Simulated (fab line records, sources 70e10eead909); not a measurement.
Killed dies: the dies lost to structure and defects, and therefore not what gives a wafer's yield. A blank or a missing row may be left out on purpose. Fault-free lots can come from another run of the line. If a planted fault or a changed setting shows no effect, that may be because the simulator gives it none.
Problem report, 8D (eight disciplines) form, completed by code :: flow nand harc :: the parts of the form that need people (team, actions taken, sign-off) are left out

== 1. THE PROBLEM ==
A mean of 293.0 is read at NHARC_P_GATE_INSPECT_28 for raw defect count, taken on 1 wafer of 1 lot, against 6.3 (standard deviation 3) on wafers free of any fault. Relative to the usual mean, that is a shift of +96 standard deviations.
Seen first at day 9 07:58 on defect inspect-02, wafer L985.5. At this step, 36 wafers from 12 lots have a number in the record. Rule for "out", or "out of limits": more than 4 standard deviations from the usual mean. The rest of the wafers with a number are treated as sound.

== 2. WHAT IT IS, AND WHAT IT ISN'T ==
question: which readings at this step
is: raw defect count
is not: -

question: which lots
is: L985
is not: L967, L970, L971, L972, L973, L974, L975, L976, L979, L987, L988

question: which wafers of those lots
is: L985.5
is not: L985.1, L985.3

question: read on which gauges
is: defect inspect-02
is not: defect inspect-01

question: when
is: from day 9 07:58
is not: up to then (29 sound wafers); but 6 sound wafers of L987, L988 came after

== 3. WHAT RULES OUT EACH SUSPECT ==
Counting: any tool at a process step up to the reading remains a suspect provided it ran every lot that is out. Sound lots after the first of them don't rule it out here, since some wafers of a struck lot are sound.
- the gauge at NHARC_P_GATE_INSPECT_28 is ruled out. All the wafers that are out were read on defect inspect-02, but those of them that NHARC_END_SORT_01 has rows for are out there too, on other tools.
- wet bench-09 at NHARC_P_GATE_ETCH_69 (etches SiO2 in dHF, target depth 14 nm): kept. It ran the lot that is out, L985 (day 8 10:08); its last sound lot up to then is L971 (day 4 18:41).
- pecvd-01 at NHARC_P_GATE_DEP_103 (deposits SiON, target thk 30 nm): kept. It ran the lot that is out, L985 (day 9 07:19); its last sound lot up to then is L976 (day 7 02:25).
- In pecvd-01 at NHARC_P_GATE_DEP_103, the wafers that are out were processed in chamber 2 and their sound lot-mates in chambers 0, 1.
Left after counting: wet bench-09 at NHARC_P_GATE_ETCH_69, pecvd-01 at NHARC_P_GATE_DEP_103.

== 4. THE CAUSE (what the simulator had put in) ==
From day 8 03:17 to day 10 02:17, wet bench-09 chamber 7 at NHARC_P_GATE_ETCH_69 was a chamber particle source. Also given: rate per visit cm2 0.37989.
2 suspects survive the count, and this tool is in that group.

== 5. SEQUENCE OF EFFECTS, ordered by route ==
Each row: a reading whose mean over the struck wafers that have a number lies more than 3 standard deviations from the usual. Scope: only readings with a usual standard deviation given in the record; hours: median across lots of the time from each lot's start at the first step in this table that gives one to its start at this step; sigmas: change in usual standard deviations.
hours: 0
step: NHARC_P_GATE_INSPECT_28
reading: raw defect count
usual: 6.3
on struck wafers: 293.0
change: +286.7
sigmas: +96

hours: 351
step: NHARC_END_SORT_01
reading: killed at periphery
usual: 2.9
on struck wafers: 42.0
change: +39.1
sigmas: +20

== 6. WHAT WOULD HAVE CAUGHT IT SOONER ==
29 hours passed between the start of the fault at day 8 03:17 and the first reading out of limits at a measuring or inspecting step in this record, taken at day 9 07:58.
By day 9 07:58 the whole set of lots that are out, 1 in number, had already begun NHARC_P_GATE_ETCH_69 on wet bench-09. None of them would have been spared by holding the tool at that moment.
